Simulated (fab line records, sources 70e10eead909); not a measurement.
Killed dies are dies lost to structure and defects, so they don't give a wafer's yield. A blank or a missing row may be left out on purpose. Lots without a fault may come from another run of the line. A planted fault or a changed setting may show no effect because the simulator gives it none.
fab line records | flow nand_harc
record lots=14 wafers=42 last_day=33
route steps=1302 shown A_CONTACT@1103 A_BLC@1129 A_M0@1147 END@1302
lots that met no fault: from a run of the same line without faults
start_h: hours from the record's first day to the start of the lot's first wafer shown | wait_h: hours since the lot's step before | " the same as in the row above | L1.1+2: a row that stands for several wafers | - no value, or no start given | * or withheld: withheld | < > ~ a bound
route shown NAME@n: a module of which the file shows steps, and the number in the route of the first | usual: mean/standard deviation of fault-free wafers | same: alike in all rows | chamber/n: place in a boat | sites: the reading at each site | _std_site: their standard deviation | _edge_site: outer sites' mean less inner sites' | radius_mm: how far each site lies from the wafer's centre | mask NAME#n: copy n | behind: the tool/chamber that last shaped the wafer | hold: why the lot was held/for how many hours/how that ended | device: the transistor (n, p or np) that didn't switch | end of line: the same wafers' tests at the end of the route | a step without rows: its recipe alone | killed: dies lost to structure and defects at the first sort, not the wafer's yield | map: a wafer's dies, x killed, . not, _ none there
set.NAME: the setting as run; set.NAME@STEP: as run at that earlier step | model.NAME: the simulator's own value behind a step, which no gauge read
steps of the route over a sample of lots; a table a step, a row a wafer
services: from which hour (start_h, from the record's first day; less than 0 if before it) a tool's chamber was out of use, for how many hours, and why
## steps
# step NHARC_A_CONTACT_CMP_20
# recipe t_overpolish_s=30 target_thk_nm=300
# usual motor_current_A=12.2/1 overpolish_run_s=30.001/0.0088 time_to_endpoint_s=59/3.3
# columns lot.wafer tool chamber start_h wait_h motor_current_A overpolish_run_s time_to_endpoint_s
L575.2 cmp-04 1 521.54 0.8 12.1 30.009 63
L575.1 " 3 " " 11.7 29.984 60
L575.5 " 2 " " 11.9 30.003 56
L576.3 cmp-03 2 534.39 0.4 10.7 30.014 65
L576.1 " 3 " " 11.8 30.005 59
L576.6 " 3 " " 12.7 29.997 60
L577.2 cmp-01 0 535.96 0.6 10.6 29.987 58
L577.4 " 1 " " 10.1 29.987 60
L577.5 " 1 " " 11.4 29.996 61
L586.1 cmp-01 3 635.73 0.8 12.4 30.003 56
L586.2 " 1 " " 11.3 29.981 63
L586.6 " 2 " " 12.9 30.003 59
L587.2 cmp-04 0 640.67 0.6 14.3 30.001 60
L587.1 " 3 " " 11.0 30.005 58
L587.5 " 0 " " 14.0 30.002 61
L589.2 cmp-04 2 664.80 0.8 11.5 29.993 57
L589.3 " 3 " " 12.2 29.994 60
L589.5 " 2 " " 11.6 29.998 55
L592.1 cmp-01 1 681.05 0.8 11.2 29.995 58
L592.6 " 3 " " 12.5 30.003 58
L592.5 " 0 " " 11.7 30.003 55
L591.3 cmp-03 3 689.35 0.4 12.0 29.980 60
L591.2 " 1 " " 12.5 29.997 60
L591.5 " 3 " " 12.0 30.001 60
L593.1 cmp-04 3 695.71 0.8 11.2 30.001 59
L593.6 " 1 " " 12.5 29.998 61
L593.5 " 2 " " 12.1 29.992 56
L594.3 cmp-01 1 709.39 0.4 10.6 29.995 63
L594.2 " 2 " " 12.6 29.994 57
L594.1 " 3 " " 12.8 30.003 61
L595.4 cmp-03 2 712.24 0.5 11.0 29.992 65
L595.2 " 3 " " 11.5 30.023 66
L595.5 " 1 " " 12.1 30.002 67
L596.4 cmp-03 2 733.65 0.4 10.4 30.005 68
L596.3 " 0 " " 12.3 30.002 67
L596.6 " 2 " " 10.7 30.000 66
L597.3 cmp-04 0 735.02 0.5 14.1 30.020 58
L597.1 " 2 " " 11.5 30.006 54
L597.6 " 3 " " 11.6 30.004 60
L598.2 cmp-04 0 744.65 0.8 14.2 30.009 60
L598.1 " 3 " " 11.7 30.016 61
L598.6 " 1 " " 12.6 30.007 59
# step NHARC_A_BLC_PRE_CLEAN_31
# recipe time_s=15 bias_v=250 gas=Ar
# columns lot.wafer tool chamber start_h wait_h
L575.2+1+5 pvd_sputter-02 - 524.29 -
L576.1+3+6 pvd_sputter-02 - 537.02 -
L577.4+2+5 pvd_sputter-01 - 539.14 -
L586.2+1+6 pvd_sputter-01 - 638.44 -
L587.1+2+5 pvd_sputter-01 - 643.28 -
L589.3+2+5 pvd_sputter-02 - 667.37 -
L592.1+6+5 pvd_sputter-03 - 683.62 -
L591.2+3+5 pvd_sputter-02 - 692.08 -
L593.1+6+5 pvd_sputter-01 - 698.41 -
L594.2+1+3 pvd_sputter-03 - 712.08 -
L595.2+4+5 pvd_sputter-01 - 714.94 -
L596.4+3+6 pvd_sputter-02 - 736.35 -
L597.3+1+6 pvd_sputter-03 - 737.59 -
L598.1+2+6 pvd_sputter-03 - 747.38 -
# step NHARC_A_M0_CD_MEAS_09
# recipe target_cd_nm=80 landing_energy_ev=500
# usual cd_nm=79.6/0.65
# columns lot.wafer tool chamber start_h wait_h cd_nm
L575.1 cd_sem-02 0 526.54 - 78.7
L575.2 " 0 " " 78.9
L575.5 " 0 " " 80.1
L576.1 cd_sem-01 0 539.10 - 79.3
L576.3 " 0 " " 80.0
L576.6 " 0 " " 79.4
L577.2 cd_sem-02 0 541.77 - 79.1
L577.4 " 0 " " 79.9
L577.5 " 0 " " 79.6
L586.1 cd_sem-03 0 641.66 - 79.6
L586.2 " 0 " " 81.3
L586.6 " 0 " " 80.4
L587.1 cd_sem-02 0 649.21 - 79.9
L587.2 " 0 " " 80.6
L587.5 " 0 " " 78.8
L589.2 cd_sem-01 0 669.59 - 80.3
L589.3 " 0 " " 80.1
L589.5 " 0 " " 79.7
L592.1 cd_sem-01 0 685.87 - 79.5
L592.5 " 0 " " 79.6
L592.6 " 0 " " 80.1
L591.2 cd_sem-02 0 694.33 - 80.5
L591.3 " 0 " " 81.0
L591.5 " 0 " " 80.7
L593.1 cd_sem-03 0 700.64 - 79.8
L593.5 " 0 " " 80.2
L593.6 " 0 " " 79.1
L594.1 cd_sem-02 0 714.40 - 78.9
L594.2 " 0 " " 79.3
L594.3 " 0 " " 79.3
L595.2 cd_sem-03 0 717.16 - 80.6
L595.4 " 0 " " 78.8
L595.5 " 0 " " 79.5
L596.3 cd_sem-02 0 738.56 - 79.9
L596.4 " 0 " " 80.2
L596.6 " 0 " " 79.6
L597.1 cd_sem-03 0 739.93 - 78.8
L597.3 " 0 " " 78.7
L597.6 " 0 " " 78.9
L598.1 cd_sem-02 0 749.61 - 80.1
L598.2 " 0 " " 79.1
L598.6 " 0 " " 80.6
# step NHARC_A_M0_OVL_MEAS_10
# recipe pitch_nm=160
# usual overlay_x_nm=-0.2/0.88 overlay_y_nm=0.0/0.76
# columns lot.wafer tool chamber start_h wait_h overlay_x_nm overlay_y_nm
L575.1 overlay-02 - 526.62 - 0.0 0.6
L575.2 " - " " 0.1 0.9
L575.5 " - " " 0.3 0.3
L576.1 overlay-02 - 539.19 - -2.2 -0.3
L576.3 " - " " -2.1 -0.2
L576.6 " - " " -2.0 0.1
L577.2 overlay-02 - 541.86 - 0.3 0.6
L577.4 " - " " 0.4 0.1
L577.5 " - " " 0.3 0.5
L586.1 overlay-01 - 641.75 - 0.7 -0.6
L586.2 " - " " 0.5 -0.5
L586.6 " - " " 0.1 -0.5
L587.1 overlay-01 - 649.30 - -1.0 1.0
L587.2 " - " " -1.5 1.0
L587.5 " - " " -1.3 0.6
L589.2 overlay-02 - 669.67 - 0.0 -0.2
L589.3 " - " " 0.1 -0.2
L589.5 " - " " 0.0 -0.1
L592.1 overlay-02 - 685.96 - -0.7 0.2
L592.5 " - " " -0.6 -0.3
L592.6 " - " " -0.1 -0.7
L591.2 overlay-01 - 694.42 - 0.0 -0.9
L591.3 " - " " -0.1 -0.9
L591.5 " - " " -0.3 -0.8
L593.1 overlay-01 - 700.73 - 0.6 0.9
L593.5 " - " " 1.2 0.8
L593.6 " - " " 1.0 1.0
L594.1 overlay-01 - 714.48 - -0.3 -0.5
L594.2 " - " " -0.7 0.9
L594.3 " - " " -1.5 0.0
L595.2 overlay-02 - 717.25 - -0.7 0.5
L595.4 " - " " -1.3 0.0
L595.5 " - " " -1.4 0.7
L596.3 overlay-02 - 738.65 - 0.7 0.7
L596.4 " - " " 0.4 0.7
L596.6 " - " " 1.2 0.3
L597.1 overlay-01 - 740.02 - 0.8 -1.6
L597.3 " - " " 0.4 -1.8
L597.6 " - " " 0.8 -2.0
L598.1 overlay-02 - 749.70 - 0.5 -1.1
L598.2 " - " " 0.5 -1.3
L598.6 " - " " 0.8 -0.7
# step NHARC_END_SORT_01
# recipe temp_c=25
# usual killed_at_array=59/16 killed_at_other=0.8/1.1 killed_at_periphery=3.6/2.4 killed_dies=64/16 killed_open=3.4/1.8 killed_short=2.5/1.6
# same gross_dies=677
# columns lot.wafer tool chamber start_h wait_h killed_at_array killed_at_other killed_at_periphery killed_dies killed_open killed_short
L586.1 prober-01 0 687.23 2.5 141 1 1 143 2 3
L586.2 prober-01 0 688.03 2.8 125 1 2 128 2 1
L586.6 prober-01 0 691.23 4.0 147 0 3 150 3 3
L587.1 prober-01 0 699.24 2.5 106 0 2 108 1 1
L587.2 prober-01 0 700.04 2.8 112 1 2 115 4 1
L587.5 prober-01 0 702.44 3.7 123 0 3 126 2 3
# killed by level:class
L586.1 A_BLC:unspecified=57 A_CHANNEL_HOLE_D1:chamber_film_flake=38 A_SLIT:chamber_film_flake=32 A_CONTACT:chamber_film_flake=5 A_WL_FILL:chamber_film_flake=3 P_M0:geometric_particle:open=1 A_CHANNEL_HOLE_D1:geometric_particle:short=1 A_CHANNEL_FILL_D1:geometric_particle:open=1
L586.2 A_BLC:unspecified=85 A_CHANNEL_HOLE_D1:chamber_film_flake=21 A_SLIT:chamber_film_flake=8 A_CONTACT:chamber_film_flake=4 A_STAIRCASE:chamber_film_flake=2 P_M0:geometric_particle:open=1 A_DECK1_JOINT:geometric_particle:short=1 A_M0:geometric_particle:open=1
L586.6 A_BLC:unspecified=85 A_SLIT:chamber_film_flake=24 A_CHANNEL_HOLE_D1:chamber_film_flake=22 A_CONTACT:chamber_film_flake=7 A_CHANNEL_FILL_D2:chamber_film_flake=2 P_GATE:geometric_particle:open=1 A_ONON_D1:geometric_particle:short=1 A_CHANNEL_FILL_D2:geometric_particle:open=1
L587.1 A_BLC:unspecified=90 A_CHANNEL_HOLE_D2:chamber_film_flake=8 A_CONTACT:chamber_film_flake=3 P_M1:chamber_film_flake=2 A_CHANNEL_HOLE_D1:chamber_film_flake=2 A_WL_FILL:geometric_particle:short=1 A_M0:geometric_particle:open=1 A_SLIT:chamber_film_flake=1
L587.2 A_BLC:unspecified=87 A_CHANNEL_HOLE_D2:chamber_film_flake=8 A_CHANNEL_HOLE_D1:chamber_film_flake=5 A_CHANNEL_FILL_D2:geometric_particle:open=3 P_M1:chamber_film_flake=2 A_SLIT:chamber_film_flake=2 A_ONON_D2:geometric_particle:short=1 A_CHANNEL_HOLE_D2:geometric_particle:open=1
L587.5 A_BLC:unspecified=95 A_CHANNEL_HOLE_D2:chamber_film_flake=16 A_STAIRCASE:chamber_film_flake=3 A_CONTACT:chamber_film_flake=2 A_SOURCE_PLATE:geometric_particle:short=1 A_CHANNEL_FILL_D1:geometric_particle:short=1 A_ONON_D2:geometric_particle:open=1 A_ONON_D2:geometric_particle:short=1
## services
# columns tool chamber start_h hours kind
cmp-01 - 498.16 4.0 pm
cmp-04 - 503.00 4.0 pm
cmp-04 - 535.14 2.6 repair
pvd_sputter-03 - 536.95 10.0 pm
cmp-03 - 549.74 12.9 repair
cmp-03 - 562.68 4.0 pm
pvd_sputter-01 - 582.00 10.0 pm
cmp-03 - 582.90 0.7 repair
pvd_sputter-03 - 589.74 2.0 repair
cmp-01 - 596.16 4.0 pm
pvd_sputter-01 - 596.58 5.6 repair
cmp-03 - 597.02 0.5 repair
cmp-04 - 599.48 0.4 repair
pvd_sputter-01 - 606.95 2.5 repair
cmp-01 - 636.56 0.3 repair
pvd_sputter-02 - 638.00 10.0 pm
cmp-03 - 639.80 1.1 repair
pvd_sputter-02 - 648.77 6.2 repair
cmp-03 - 652.46 1.7 repair
cmp-03 - 660.68 4.0 pm
pvd_sputter-01 - 661.17 3.5 repair
cmp-04 - 699.13 4.0 pm
pvd_sputter-02 - 746.53 3.1 repair
pvd_sputter-01 - 747.42 3.3 repair
## key
first_sign step=NHARC_END_SORT_01 reading=killed_at_array direction=up sigmas=4.1 usual=59 struck=126
effect step=NHARC_END_SORT_01 reading=killed_dies direction=up sigmas=4.1 usual=64 struck=128
more_kills_born_at NHARC_A_BLC_PRE_CLEAN_31@pvd_sputter-01=499
met_at NHARC_A_BLC_PRE_CLEAN_31
struck_lots L586,L587
tester_left_out L586,L587
not_acting_at NHARC_A_CONTACT_CMP_20,NHARC_A_M0_CD_MEAS_09,NHARC_A_M0_OVL_MEAS_10
onset_between 539.14 638.44
fault kind=chamber_particle_source tool=pvd_sputter-01 chamber=- onset_h=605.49 steps=NHARC_A_BLC_PRE_CLEAN_31 rate_per_visit_cm2=1.0493 end_h=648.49
# tester_left_out: of these lots the tester's yield and bins aren't shown, on N5 and GAA mostly nor the transistor test; their killed dies are dies lost to structure and defects alone, not to doping, threshold or leakage, so they don't give the yield
